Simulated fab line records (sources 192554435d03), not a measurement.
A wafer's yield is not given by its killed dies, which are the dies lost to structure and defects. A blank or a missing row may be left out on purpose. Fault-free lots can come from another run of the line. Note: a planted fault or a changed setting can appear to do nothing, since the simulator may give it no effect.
8D (eight disciplines) problem report, filled in by code	flow n5 finfet	the parts of the form that need people (team, actions taken, sign-off) are left out

== 1. WHAT IS WRONG ==
RS_PWELL at N5_BEOL_M4_RC_MEAS_101 reads a mean of 3206 ohm/sq on 6 wafers of 2 lots; wafers without a fault read 3013 ohm/sq with a standard deviation of 24. Measured from the usual mean, that is +8.1 standard deviations.
The first sign was on wafer L755.3 at day 9 05:44, on prober-01. At this step, 27 wafers from 9 lots have a number in the record. By rule, "out" or "out of limits" means more than 4 standard deviations away from the usual mean. Any other wafer with a number is counted as sound.

== 2. WHAT IT IS; WHAT IT IS NOT ==
question	is	is not
which readings at this step	RS_PWELL	DIBL_N, DIBL_P, IOFF_N, IOFF_P, SS_N
which lots	L755, L758	L751, L765, L770, L771, L772, L773, L774
which wafers of those lots	all that have a number	-
read on which gauges	prober-01, prober-02	-
when	from day 9 05:44	up to then (3 sound wafers); but 18 sound wafers of L765, L770, L771, L772, L773, L774 came after

== 3. THE SUSPECTS, EACH WITH WHAT RULES IT OUT ==
Counting: a tool at a process step up to the reading stays a suspect if it ran every lot that is out and no sound lot after the first of them.
- the gauge at N5_BEOL_M4_RC_MEAS_101: ruled out. Those wafers that are out were read across 2 gauges (prober-01, prober-02).
- implanter-02 at N5_WELL_APT_IMPLANT_31: ruled out as a lasting fault. After its first lot that is out, L755 (day 2 15:07), sound lots L771, L772 ran on it.
- rie diel-06 at N5_FIN_SAQP_DESCUM_21 (chemistry O2, time 7.9 s): ruled out as a lasting fault. After its first lot that is out, L755 (day 2 21:38), sound lots L765, L770 ran on it.
Left after counting: nothing in the record.

== 4. THE CAUSE (what the simulator had put in) ==
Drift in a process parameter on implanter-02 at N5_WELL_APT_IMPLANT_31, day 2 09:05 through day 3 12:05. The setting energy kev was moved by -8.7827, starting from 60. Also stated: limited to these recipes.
Counting ruled it out, wrongly: the rule takes a fault to strike every lot that its tool runs from its start on, and this one did not.

== 5. THE EFFECT CHAIN, in route order ==
Rows list readings where the struck wafers' mean (over those with a number) sits beyond 3 standard deviations from the usual. Readings are gone through only where the record gives a usual standard deviation; hours: the median, over the lots, of the time from a lot's start at the first step in this table giving one to that lot's start at this step; sigmas: the change measured in usual standard deviations.
hours	step	reading	usual	on struck wafers	change	sigmas
0	N5_WELL_APT_IMPLANT_31	beam energy keV	60.004	51.221	-8.782	-99 or more
157	N5_BEOL_M4_RC_MEAS_101	RS_PWELL	3013 ohm/sq	3206	+194	+8.1
Process steps it contains:
- N5_WELL_APT_IMPLANT_31

== 6. HOW IT WOULD HAVE BEEN CAUGHT EARLIER ==
165 hours passed between the start of the fault at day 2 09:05 and the first reading out of limits at a measuring or inspecting step in this record, taken at day 9 05:44.
Tool's own readings at N5_WELL_APT_IMPLANT_31, beam energy keV: out on all struck wafers the step has rows for; an alarm limit on them would have tripped on the first.
